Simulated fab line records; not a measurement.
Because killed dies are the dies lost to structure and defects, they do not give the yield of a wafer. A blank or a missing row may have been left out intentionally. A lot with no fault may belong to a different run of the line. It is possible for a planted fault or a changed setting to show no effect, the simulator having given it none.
fab line records -- flow nandHarc -- part 1 of 2: steps 1 to 21 of 33
record: lots: 5, wafers: 15, lastDay: 25
route steps=1159 shown P_BONDPAD@362 A_START@389 A_ZERO_WELL@390
lots that met no fault: taken from a fault-free run of the same line
startH: start of the lot's first displayed wafer, in hours after the record's first day -- waitH: hours elapsed since this lot's preceding step -- " same as the row above -- L1.1+2: a row that stands for several wafers -- - value missing, or start not given -- * or withheld: withheld -- < > ~ a bound
route shown NAME@n: names a module that has steps shown in the file, with the first one's number in the route -- usual: mean/standard deviation of fault-free wafers -- same: alike in all rows -- chamber/n: place in a boat -- sites: readings site by site -- _std_site: the values' standard deviation -- _edge_site: mean of outer sites minus mean of inner sites -- radiusMm: for every site, how far away it sits from the centre of the wafer -- mask NAME#n: copy n -- behind: the last tool/chamber to shape the wafer -- hold: the reason the lot was held/the length of the hold in hours/how it ended -- device: names the non-switching transistor (n, p or np) -- end of line: at the end of the route, the tests of the same wafers -- step lacking rows: just its recipe -- killed: the dies lost at the first sort to structure and to defects; this is not the yield of the wafer -- map: dies across one wafer; x = killed, . = not, _ = none there
set.NAME: the setting the step ran with; set.NAME@STEP: the setting that earlier step ran with -- model.NAME: the simulator's own value behind a step, which no gauge read
certain route steps with their lots: each step a table, each wafer a row
services: from which hour (startH, from the record's first day; less than 0 if before it) a tool's chamber was out of use, for how many hours, and why
== steps ==
step: NHARC_P_BONDPAD_PEB_07
recipe: pebTempC: 128, pebTimeS: 80
usual: exhaustPa: 45.0/0.96
lot.wafer,tool,chamber,startH,waitH,exhaustPa
L077.3,lithoTrack-02,0,150.58,0.1,44.9
L077.4,lithoTrack-02,0,150.58,0.1,46.1
L077.5,lithoTrack-02,0,150.58,0.1,45.0
L082.3,lithoTrack-02,0,182.78,0.1,45.0
L082.4,lithoTrack-02,0,182.78,0.1,45.8
L082.6,lithoTrack-02,0,182.78,0.1,45.3
L084.2,lithoTrack-02,0,194.45,0.1,45.0
L084.3,lithoTrack-02,0,194.45,0.1,45.7
L084.4,lithoTrack-02,0,194.45,0.1,44.7
L090.2,lithoTrack-05,0,232.24,0.1,46.7
L090.4,lithoTrack-05,0,232.24,0.1,44.7
L090.6,lithoTrack-05,0,232.24,0.1,45.8
L097.2,lithoTrack-05,0,268.55,0.1,47.5
L097.5,lithoTrack-05,0,268.55,0.1,45.4
L097.6,lithoTrack-05,0,268.55,0.1,45.5
step: NHARC_P_BONDPAD_DEVELOP_08
recipe: timeS: 50, devTempC: 22
usual: exhaustPa: 45.2/0.9
lot.wafer,tool,chamber,startH,waitH,exhaustPa
L077.3,lithoTrack-02,0,-,-,45.5
L077.4,lithoTrack-02,0,-,-,46.5
L077.5,lithoTrack-02,0,-,-,45.2
L082.3,lithoTrack-02,0,-,-,44.9
L082.4,lithoTrack-02,0,-,-,43.9
L082.6,lithoTrack-02,0,-,-,44.5
L084.2,lithoTrack-02,0,-,-,47.2
L084.3,lithoTrack-02,0,-,-,45.6
L084.4,lithoTrack-02,0,-,-,45.2
L090.2,lithoTrack-05,0,-,-,46.6
L090.4,lithoTrack-05,0,-,-,46.0
L090.6,lithoTrack-05,0,-,-,45.4
L097.2,lithoTrack-05,0,-,-,44.6
L097.5,lithoTrack-05,0,-,-,45.6
L097.6,lithoTrack-05,0,-,-,44.5
step: NHARC_P_BONDPAD_CD_MEAS_09
recipe: targetCdNm: 500, landingEnergyEv: 500
usual: cdNm: 499.7/2.4
lot.wafer,tool,chamber,startH,waitH,cdNm
L077.3,cdSem-02,0,150.67,-,494.4
L077.4,cdSem-02,0,150.67,-,503.2
L077.5,cdSem-02,0,150.67,-,496.9
L082.3,cdSem-02,0,182.88,-,501.8
L082.4,cdSem-02,0,182.88,-,499.9
L082.6,cdSem-02,0,182.88,-,495.3
L084.2,cdSem-02,0,194.54,-,496.1
L084.3,cdSem-02,0,194.54,-,500.5
L084.4,cdSem-02,0,194.54,-,498.2
L090.2,cdSem-01,0,232.32,-,502.2
L090.4,cdSem-01,0,232.32,-,497.2
L090.6,cdSem-01,0,232.32,-,500.0
L097.2,cdSem-03,0,268.63,-,501.4
L097.5,cdSem-03,0,268.63,-,503.3
L097.6,cdSem-03,0,268.63,-,501.0
step: NHARC_P_BONDPAD_OVL_MEAS_38
usual: overlayXNm: -2/6.7, overlayYNm: -1/5.7
lot.wafer,tool,chamber,startH,waitH,overlayXNm,overlayYNm
L077.3,overlay-01,-,150.75,-,-3,-6
L077.4,overlay-01,-,150.75,-,-4,-6
L077.5,overlay-01,-,150.75,-,-4,-7
L082.3,overlay-01,-,182.97,-,-9,-2
L082.4,overlay-01,-,182.97,-,-9,-2
L082.6,overlay-01,-,182.97,-,-8,-2
L084.2,overlay-01,-,194.62,-,15,3
L084.3,overlay-01,-,194.62,-,14,3
L084.4,overlay-01,-,194.62,-,14,3
L090.2,overlay-02,-,232.41,-,-1,-8
L090.4,overlay-02,-,232.41,-,-1,-8
L090.6,overlay-02,-,232.41,-,-1,-8
L097.2,overlay-01,-,268.72,-,-2,3
L097.5,overlay-01,-,268.72,-,-2,3
L097.6,overlay-01,-,268.72,-,-2,4
step: NHARC_P_BONDPAD_HARDBAKE_10
recipe: tempC: 118, timeS: 65
usual: exhaustPa: 45.1/1.1
lot.wafer,tool,chamber,startH,waitH,exhaustPa
L077.3,lithoTrack-03,0,150.80,0.1,45.1
L077.4,lithoTrack-03,0,150.80,0.1,46.3
L077.5,lithoTrack-03,0,150.80,0.1,45.3
L082.3,lithoTrack-03,0,183.02,0.1,46.5
L082.4,lithoTrack-03,0,183.02,0.1,45.8
L082.6,lithoTrack-03,0,183.02,0.1,45.3
L084.2,lithoTrack-02,0,194.67,0.0,45.6
L084.3,lithoTrack-02,0,194.67,0.0,45.3
L084.4,lithoTrack-02,0,194.67,0.0,45.8
L090.2,lithoTrack-05,0,232.46,0.0,45.5
L090.4,lithoTrack-05,0,232.46,0.0,43.7
L090.6,lithoTrack-05,0,232.46,0.0,46.1
L097.2,lithoTrack-02,0,268.77,0.0,46.0
L097.5,lithoTrack-02,0,268.77,0.0,45.1
L097.6,lithoTrack-02,0,268.77,0.0,44.4
step: NHARC_P_BONDPAD_DESCUM_11
recipe: timeS: 3, o2FlowSccm: 200, arFlowSccm: 0, biasPowerW: 0, chemistry: O2
usual: drypumpMotorCurrentA: 5.7/0.51, oesProductAu: 1.000/0.012, rfVppV: 57.9/0.76, showerheadPlenumPTorr: 1.91/0.081, throttleValvePct: 11.312/0.0086
lot.wafer,tool,chamber,startH,waitH,drypumpMotorCurrentA,oesProductAu,rfHoursCounterH,rfVppV,showerheadPlenumPTorr,throttleValvePct
L077.4,rieDiel-11,1,150.88,-,6.4,1.004,12,58.2,1.97,11.322
L077.3,rieDiel-11,3,150.88,-,5.0,0.993,10,56.5,1.78,11.310
L077.5,rieDiel-11,1,150.88,-,6.3,1.007,-,58.6,1.97,11.292
L082.3,rieDiel-11,0,183.10,-,5.8,0.997,14,57.7,1.97,11.313
L082.4,rieDiel-11,1,183.10,-,6.4,1.007,13,58.2,1.97,11.297
L082.6,rieDiel-11,3,183.10,-,5.0,1.004,-,57.1,1.78,11.301
L084.4,rieDiel-02,1,194.75,-,6.1,0.977,12,57.9,2.03,11.302
L084.2,rieDiel-02,3,194.75,-,6.0,1.011,14,58.1,1.81,11.318
L084.3,rieDiel-02,0,194.75,-,6.0,0.986,13,57.5,1.81,11.307
L090.2,rieDiel-11,1,232.54,-,6.4,0.996,4,57.4,1.97,11.329
L090.4,rieDiel-11,0,232.54,-,5.8,1.011,4,58.4,1.97,11.313
L090.6,rieDiel-11,2,232.54,-,5.3,1.007,-,57.5,1.88,11.314
L097.2,rieDiel-11,2,268.84,-,5.3,1.003,8,57.7,1.87,11.311
L097.5,rieDiel-11,2,268.84,-,5.3,1.010,-,58.3,1.88,11.300
L097.6,rieDiel-11,3,268.84,-,5.0,1.004,-,57.6,1.78,11.329
step: NHARC_P_BONDPAD_ETCH_37
recipe: targetDepthA: 600, overetchA: 180, timeS: 65.91, ionEnergyEv: 200, n2FlowSccm: 150, h2FlowSccm: 150, arFlowSccm: 0, rfW: 400, biasW: 150, chemistry: N2/H2
usual: drypumpMotorCurrentA: 5.7/0.5, oesProductAu: 1.000/0.014, rfVppV: 430.2/2.6, showerheadPlenumPTorr: 2.03/0.09, throttleValvePct: 14.172/0.0086
lot.wafer,tool,chamber,startH,waitH,drypumpMotorCurrentA,oesProductAu,rfHoursCounterH,rfVppV,showerheadPlenumPTorr,throttleValvePct
L077.3,rieDiel-11,0,150.96,0.1,5.8,1.003,12,432.4,2.11,14.169
L077.4,rieDiel-11,3,150.96,0.1,5.0,1.003,10,425.0,1.90,14.169
L077.5,rieDiel-11,0,150.96,0.1,5.8,1.003,-,433.0,2.11,14.156
L082.4,rieDiel-11,3,183.18,0.1,5.1,0.996,12,426.8,1.90,14.172
L082.3,rieDiel-11,0,183.18,0.1,5.8,0.999,14,432.6,2.11,14.171
L082.6,rieDiel-11,3,183.18,0.1,5.0,1.011,-,425.6,1.90,14.188
L084.2,rieDiel-02,0,194.84,0.1,5.9,0.967,13,428.0,1.93,14.176
L084.3,rieDiel-02,1,194.84,0.1,6.1,0.962,12,435.1,2.16,14.175
L084.4,rieDiel-02,2,194.84,0.1,5.7,0.979,13,428.5,2.01,14.173
L090.2,rieDiel-11,3,232.62,0.1,5.0,1.001,4,426.2,1.89,14.178
L090.4,rieDiel-11,2,232.62,0.1,5.2,0.999,4,429.5,2.00,14.166
L090.6,rieDiel-11,0,232.62,0.1,5.8,1.004,-,430.2,2.10,14.173
L097.2,rieDiel-11,1,268.94,0.1,6.4,1.010,8,432.7,2.10,14.159
L097.6,rieDiel-11,0,268.94,0.1,5.8,1.004,-,433.0,2.10,14.157
L097.5,rieDiel-11,1,268.94,0.1,6.4,1.008,-,432.5,2.10,14.171
step: NHARC_P_BONDPAD_ETCH_12
recipe: targetDepthA: 2000, timeS: 100, chf3FlowSccm: 50, o2FlowSccm: 10, arFlowSccm: 200, rfW: 500, biasW: 200, chemistry: CHF3/O2
usual: drypumpMotorCurrentA: 5.7/0.51, oesProductAu: 0.939/0.023, rfVppV: 370.3/2.4, showerheadPlenumPTorr: 2.39/0.099, throttleValvePct: 20.573/0.009
lot.wafer,tool,chamber,startH,waitH,drypumpMotorCurrentA,oesProductAu,rfHoursCounterH,rfVppV,showerheadPlenumPTorr,throttleValvePct
L077.3,rieDiel-11,0,-,-,5.8,0.915,12,371.3,2.48,20.564
L077.4,rieDiel-11,2,-,-,5.2,0.909,11,370.0,2.36,20.555
L077.5,rieDiel-11,0,-,-,5.9,0.915,-,372.9,2.48,20.575
L082.3,rieDiel-11,0,-,-,5.8,0.932,14,372.7,2.47,20.578
L082.4,rieDiel-11,1,-,-,6.3,0.949,13,371.0,2.47,20.577
L082.6,rieDiel-11,2,-,-,5.3,0.910,-,368.9,2.36,20.574
L084.4,rieDiel-02,3,-,-,6.0,0.982,14,367.4,2.28,20.587
L084.3,rieDiel-02,0,-,-,5.9,0.961,13,367.4,2.28,20.575
L084.2,rieDiel-02,1,-,-,6.2,0.938,12,374.1,2.54,20.569
L090.2,rieDiel-11,0,-,-,5.8,0.935,4,372.2,2.47,20.581
L090.4,rieDiel-11,2,-,-,5.2,0.926,4,369.5,2.36,20.578
L090.6,rieDiel-11,0,-,-,5.8,0.925,-,372.1,2.47,20.577
L097.2,rieDiel-11,2,-,-,5.3,0.916,8,368.5,2.36,20.581
L097.5,rieDiel-11,3,-,-,5.0,0.929,-,367.7,2.24,20.578
L097.6,rieDiel-11,0,-,-,5.9,0.930,-,372.8,2.47,20.579
step: NHARC_P_BONDPAD_CD_MEAS_13
usual: cdNm: 499.0/2.5
lot.wafer,tool,chamber,startH,waitH,cdNm
L077.3,cdSem-02,-,151.19,-,491.7
L077.4,cdSem-02,-,151.19,-,502.9
L077.5,cdSem-02,-,151.19,-,494.0
L082.3,cdSem-03,-,183.42,-,499.3
L082.4,cdSem-03,-,183.42,-,499.2
L082.6,cdSem-03,-,183.42,-,495.6
L084.2,cdSem-02,-,195.06,-,495.8
L084.3,cdSem-02,-,195.06,-,500.1
L084.4,cdSem-02,-,195.06,-,498.1
L090.2,cdSem-03,-,232.86,-,500.3
L090.4,cdSem-03,-,232.86,-,495.1
L090.6,cdSem-03,-,232.86,-,498.8
L097.2,cdSem-02,-,269.16,-,502.7
L097.5,cdSem-02,-,269.16,-,503.8
L097.6,cdSem-02,-,269.16,-,499.6
step: NHARC_P_BONDPAD_STRIP_15
recipe: o2FlowSccm: 500, arFlowSccm: 0, biasW: 0, chemistry: O2
usual: drypumpMotorCurrentA: 5.7/0.54, oesProductAu: 0.999/0.012, rfVppV: 57.7/0.93, showerheadPlenumPTorr: 3.53/0.13, throttleValvePct: 17.036/0.01
lot.wafer,tool,chamber,startH,waitH,drypumpMotorCurrentA,oesProductAu,rfHoursCounterH,rfVppV,showerheadPlenumPTorr,throttleValvePct
L077.4,rieDiel-11,3,151.28,0.1,5.0,0.997,10,58.1,3.30,17.004
L077.3,rieDiel-11,0,151.28,0.1,5.8,1.006,12,58.5,3.63,17.039
L077.5,rieDiel-11,3,151.28,0.1,5.0,0.999,-,56.9,3.30,17.029
L082.3,rieDiel-11,0,183.49,0.1,5.9,1.011,14,56.5,3.63,17.039
L082.4,rieDiel-11,2,183.49,0.1,5.3,0.972,13,57.6,3.47,17.032
L082.6,rieDiel-11,1,183.49,0.1,6.4,1.012,-,58.0,3.63,17.025
L084.4,rieDiel-02,2,195.17,0.1,5.7,0.988,13,57.9,3.48,17.023
L084.3,rieDiel-02,3,195.17,0.1,6.0,1.017,14,56.6,3.35,17.027
L084.2,rieDiel-02,0,195.17,0.1,6.0,0.994,13,56.4,3.35,17.019
L090.4,rieDiel-11,1,232.96,0.1,6.4,0.988,4,56.0,3.63,17.021
L090.2,rieDiel-11,3,232.96,0.1,5.0,1.007,4,56.6,3.30,17.059
L090.6,rieDiel-11,1,232.96,0.1,6.4,0.996,-,58.2,3.63,17.031
L097.2,rieDiel-01,0,269.23,0.1,5.9,0.986,52,57.2,3.64,17.027
L097.5,rieDiel-01,0,269.23,0.1,5.8,0.985,-,57.7,3.64,17.041
L097.6,rieDiel-01,1,269.23,0.1,5.0,1.023,-,58.6,3.46,17.059
step: NHARC_P_BONDPAD_ETCH_24
recipe: targetDepthA: 300, overEtchFrac: 0.3, timeS: 72.99, ionEnergyEv: 150, cf4FlowSccm: 50, n2FlowSccm: 100, arFlowSccm: 150, rfW: 300, biasW: 100, chemistry: CF4/N2
usual: drypumpMotorCurrentA: 5.7/0.53, oesProductAu: 0.998/0.013, rfVppV: 314.2/1.9, showerheadPlenumPTorr: 2.62/0.11, throttleValvePct: 19.795/0.0095
lot.wafer,tool,chamber,startH,waitH,drypumpMotorCurrentA,oesProductAu,rfHoursCounterH,rfVppV,showerheadPlenumPTorr,throttleValvePct
L077.4,rieDiel-11,3,-,-,5.1,0.999,10,311.7,2.46,19.783
L077.3,rieDiel-11,1,-,-,6.4,1.005,12,314.8,2.70,19.793
L077.5,rieDiel-11,2,-,-,5.3,0.983,-,312.7,2.58,19.798
L082.4,rieDiel-11,2,-,-,5.3,0.982,13,313.9,2.58,19.781
L082.3,rieDiel-11,3,-,-,5.1,0.991,12,309.9,2.46,19.782
L082.6,rieDiel-11,2,-,-,5.3,0.975,-,312.8,2.58,19.795
L084.2,rieDiel-02,3,-,-,6.0,1.011,14,312.0,2.49,19.800
L084.3,rieDiel-02,0,-,-,6.0,0.978,13,312.1,2.49,19.792
L084.4,rieDiel-02,1,-,-,6.1,0.973,12,316.0,2.77,19.790
L090.4,rieDiel-11,2,-,-,5.3,0.996,4,313.1,2.58,19.769
L090.2,rieDiel-11,3,-,-,5.0,0.991,4,312.5,2.45,19.789
L090.6,rieDiel-11,2,-,-,5.3,1.000,-,314.8,2.58,19.789
L097.2,rieDiel-01,2,-,-,5.2,0.996,53,314.5,2.69,19.795
L097.6,rieDiel-01,2,-,-,5.2,0.999,-,315.9,2.69,19.789
L097.5,rieDiel-01,3,-,-,6.6,0.993,-,316.1,2.74,19.804
step: NHARC_P_BONDPAD_STRIP_16
recipe: timeS: 600, tempC: 30, chemistry: postEtchResidueRemover
usual: bathHeatDutyPct: 13.6/2.2
lot.wafer,tool,chamber,startH,waitH,bathHeatDutyPct
L077.4,wetBench-08,7,151.56,-,12.6
L077.3,wetBench-08,0,151.56,-,13.2
L077.5,wetBench-08,1,151.56,-,10.9
L082.3,wetBench-10,0,183.78,-,12.6
L082.4,wetBench-10,1,183.78,-,10.5
L082.6,wetBench-10,4,183.78,-,13.3
L084.4,wetBench-10,3,195.45,-,19.3
L084.3,wetBench-10,4,195.45,-,13.9
L084.2,wetBench-10,6,195.45,-,14.1
L090.4,wetBench-10,2,233.22,-,13.0
L090.2,wetBench-10,4,233.22,-,14.0
L090.6,wetBench-10,6,233.22,-,14.7
L097.2,wetBench-08,5,269.96,-,12.1
L097.6,wetBench-08,7,269.96,-,13.8
L097.5,wetBench-08,2,269.96,-,12.9
step: NHARC_P_BONDPAD_DEGAS_25
recipe: tempC: 300, timeS: 60
usual: heaterPowerW: 467/56
lot.wafer,tool,chamber,startH,waitH,heaterPowerW
L077.3,pvdSputter-02,-,151.82,-,421
L077.4,pvdSputter-02,-,151.82,-,504
L077.5,pvdSputter-02,-,151.82,-,434
L082.3,pvdSputter-03,-,184.04,-,387
L082.4,pvdSputter-03,-,184.04,-,483
L082.6,pvdSputter-03,-,184.04,-,420
L084.3,pvdSputter-01,-,195.73,-,467
L084.4,pvdSputter-01,-,195.73,-,542
L084.2,pvdSputter-01,-,195.73,-,506
L090.2,pvdSputter-03,-,233.51,-,392
L090.4,pvdSputter-03,-,233.51,-,479
L090.6,pvdSputter-03,-,233.51,-,407
L097.2,pvdSputter-02,-,270.24,-,475
L097.6,pvdSputter-02,-,270.24,-,570
L097.5,pvdSputter-02,-,270.24,-,467
step: NHARC_P_BONDPAD_PRE_CLEAN_26
recipe: timeS: 30, tempC: 280, gas: H2/He
usual: heaterPowerW: 411/49
lot.wafer,tool,chamber,startH,waitH,heaterPowerW
L077.4,pvdSputter-02,-,-,-,448
L077.3,pvdSputter-02,-,-,-,372
L077.5,pvdSputter-02,-,-,-,423
L082.4,pvdSputter-03,-,-,-,419
L082.3,pvdSputter-03,-,-,-,343
L082.6,pvdSputter-03,-,-,-,436
L084.2,pvdSputter-01,-,-,-,446
L084.4,pvdSputter-01,-,-,-,346
L084.3,pvdSputter-01,-,-,-,483
L090.2,pvdSputter-03,-,-,-,340
L090.4,pvdSputter-03,-,-,-,423
L090.6,pvdSputter-03,-,-,-,342
L097.2,pvdSputter-02,-,-,-,414
L097.6,pvdSputter-02,-,-,-,383
L097.5,pvdSputter-02,-,-,-,372
step: NHARC_P_BONDPAD_PVD_17
recipe: targetThkA: 50, biasV: 168.6, powerW: 15000, chamberPressurePa: 0.12, timeS: 8.06, substrateTempC: 50, material: TaN
usual: throttleValvePct: 29.9/0.84
lot.wafer,tool,chamber,startH,waitH,throttleValvePct
L077.3,pvdSputter-02,-,-,-,30.1
L077.4,pvdSputter-02,-,-,-,29.3
L077.5,pvdSputter-02,-,-,-,29.6
L082.3,pvdSputter-03,-,-,-,31.2
L082.4,pvdSputter-03,-,-,-,30.2
L082.6,pvdSputter-03,-,-,-,29.3
L084.3,pvdSputter-01,-,-,-,30.2
L084.4,pvdSputter-01,-,-,-,30.0
L084.2,pvdSputter-01,-,-,-,30.6
L090.2,pvdSputter-03,-,-,-,28.9
L090.4,pvdSputter-03,-,-,-,30.0
L090.6,pvdSputter-03,-,-,-,31.1
L097.2,pvdSputter-02,-,-,-,29.2
L097.5,pvdSputter-02,-,-,-,29.2
L097.6,pvdSputter-02,-,-,-,29.3
step: NHARC_P_BONDPAD_PVD_27
recipe: targetThkA: 300, chamberPressurePa: 5, powerW: 5000, substrateTempC: 30, timeS: 20.49, material: Cu
usual: throttleValvePct: 29.9/0.81
lot.wafer,tool,chamber,startH,waitH,throttleValvePct
L077.4,pvdSputter-02,-,-,-,28.6
L077.3,pvdSputter-02,-,-,-,31.4
L077.5,pvdSputter-02,-,-,-,29.0
L082.4,pvdSputter-03,-,-,-,29.0
L082.3,pvdSputter-03,-,-,-,30.9
L082.6,pvdSputter-03,-,-,-,29.8
L084.3,pvdSputter-01,-,-,-,30.1
L084.2,pvdSputter-01,-,-,-,30.7
L084.4,pvdSputter-01,-,-,-,30.2
L090.2,pvdSputter-03,-,-,-,31.1
L090.4,pvdSputter-03,-,-,-,28.9
L090.6,pvdSputter-03,-,-,-,31.1
L097.2,pvdSputter-02,-,-,-,29.1
L097.6,pvdSputter-02,-,-,-,29.1
L097.5,pvdSputter-02,-,-,-,29.2
step: NHARC_P_BONDPAD_ECD_18
recipe: targetThkA: 4000, bathTempC: 25, material: Cu
usual: bathHeatDutyPct: 7.0/0.64
lot.wafer,tool,chamber,startH,waitH,bathHeatDutyPct
L077.3,ecdCu-02,1,152.27,-,7.2
L077.4,ecdCu-02,0,152.27,-,7.2
L077.5,ecdCu-02,0,152.27,-,6.8
L082.4,ecdCu-01,1,184.50,-,7.5
L082.3,ecdCu-01,0,184.50,-,5.5
L082.6,ecdCu-01,1,184.50,-,7.4
L084.2,ecdCu-01,1,196.08,-,7.5
L084.3,ecdCu-01,1,196.08,-,6.9
L084.4,ecdCu-01,0,196.08,-,6.4
L090.2,ecdCu-02,1,233.87,-,6.2
L090.4,ecdCu-02,0,233.87,-,6.7
L090.6,ecdCu-02,0,233.87,-,7.1
L097.2,ecdCu-01,1,270.64,-,7.1
L097.5,ecdCu-01,0,270.64,-,6.9
L097.6,ecdCu-01,1,270.64,-,7.0
step: NHARC_P_BONDPAD_ANNEAL_28
recipe: tempC: 225, timeS: 90
usual: annealTempC: 224.98/0.18, wafer_temp_C_max: 225.87/0.28
lot.wafer,tool,chamber,startH,waitH,annealTempC,wafer_temp_C_max
L077.3,rtpAnneal-02,0,152.65,-,224.77,225.60
L077.4,rtpAnneal-02,0,152.65,-,224.92,225.79
L077.5,rtpAnneal-02,0,152.65,-,224.82,225.68
L082.3,rtpAnneal-02,0,184.88,0.3,224.72,225.94
L082.4,rtpAnneal-02,0,184.88,0.3,224.64,225.90
L082.6,rtpAnneal-02,0,184.88,0.3,224.77,225.87
L084.2,rtpAnneal-01,0,196.51,-,224.94,225.77
L084.3,rtpAnneal-01,0,196.51,-,224.96,226.12
L084.4,rtpAnneal-01,0,196.51,-,225.13,226.33
L090.2,rtpAnneal-02,0,234.30,0.4,224.84,225.72
L090.4,rtpAnneal-02,0,234.30,0.4,225.06,226.01
L090.6,rtpAnneal-02,0,234.30,0.4,224.68,225.74
L097.2,rtpAnneal-02,0,271.02,0.3,224.79,225.92
L097.5,rtpAnneal-02,0,271.02,0.3,224.94,225.71
L097.6,rtpAnneal-02,0,271.02,0.3,225.05,225.65
step: NHARC_P_BONDPAD_CMP_19
recipe: tOverpolishS: 30, cuRecessTouchS: 16, targetThkNm: 160.81
usual: motorCurrentA: 12.3/1.5, overpolishRunS: 29.999/0.0094
lot.wafer,tool,chamber,startH,waitH,motorCurrentA,overpolishRunS
L077.4,cmp-03,3,152.92,-,12.7,29.984
L077.3,cmp-03,0,152.92,-,15.0,29.990
L077.5,cmp-03,2,152.92,-,11.5,30.007
L082.4,cmp-03,3,185.13,-,12.7,29.969
L082.3,cmp-03,2,185.13,-,12.3,30.008
L082.6,cmp-03,0,185.13,-,15.1,29.996
L084.3,cmp-02,0,196.80,-,12.8,30.002
L084.4,cmp-02,1,196.80,-,10.1,29.999
L084.2,cmp-02,3,196.80,-,10.5,29.999
L090.2,cmp-03,3,234.62,-,12.6,29.991
L090.4,cmp-03,1,234.62,-,14.3,30.009
L090.6,cmp-03,2,234.62,-,12.4,29.994
L097.2,cmp-02,1,271.32,-,10.8,29.991
L097.5,cmp-02,1,271.32,-,10.7,29.996
L097.6,cmp-02,2,271.32,-,10.6,29.990
step: NHARC_P_BONDPAD_THK_MEAS_20
recipe: thkMeasGauge: xrf
usual: thkNm: 160.0/1.5
lot.wafer,tool,chamber,startH,waitH,thkNm
L077.3,filmMetro-01,-,153.22,-,160.5
L077.4,filmMetro-01,-,153.22,-,158.6
L077.5,filmMetro-01,-,153.22,-,158.8
L082.3,filmMetro-02,-,185.45,-,159.0
L082.4,filmMetro-02,-,185.45,-,159.0
L082.6,filmMetro-02,-,185.45,-,159.8
L084.2,filmMetro-01,-,197.12,-,160.1
L084.3,filmMetro-01,-,197.12,-,160.3
L084.4,filmMetro-01,-,197.12,-,158.8
L090.2,filmMetro-01,-,234.91,-,162.7
L090.4,filmMetro-01,-,234.91,-,160.8
L090.6,filmMetro-01,-,234.91,-,157.8
L097.2,filmMetro-02,-,271.65,-,157.8
L097.5,filmMetro-02,-,271.65,-,156.5
L097.6,filmMetro-02,-,271.65,-,157.2
step: NHARC_P_BONDPAD_SRD_21
recipe: timeS: 30, tempC: 23, dryTimeS: 20, spinRpm: 1500
usual: bathHeatDutyPct: 3.8/0.68
lot.wafer,tool,chamber,startH,waitH,bathHeatDutyPct
L077.3,wetBench-10,2,153.25,0.0,3.2
L077.4,wetBench-10,6,153.25,0.0,4.2
L077.5,wetBench-10,7,153.25,0.0,3.3
L082.3,wetBench-08,3,185.49,0.0,3.4
L082.4,wetBench-08,5,185.49,0.0,3.0
L082.6,wetBench-08,7,185.49,0.0,3.6
L084.4,wetBench-10,7,197.16,0.0,4.9
L084.3,wetBench-10,2,197.16,0.0,3.7
L084.2,wetBench-10,4,197.16,0.0,3.7
L090.4,wetBench-10,1,234.95,0.0,3.5
L090.6,wetBench-10,5,234.95,0.0,3.4
L090.2,wetBench-10,6,234.95,0.0,4.1
L097.2,wetBench-10,1,271.70,0.0,4.0
L097.6,wetBench-10,2,271.70,0.0,3.3
L097.5,wetBench-10,4,271.70,0.0,3.4
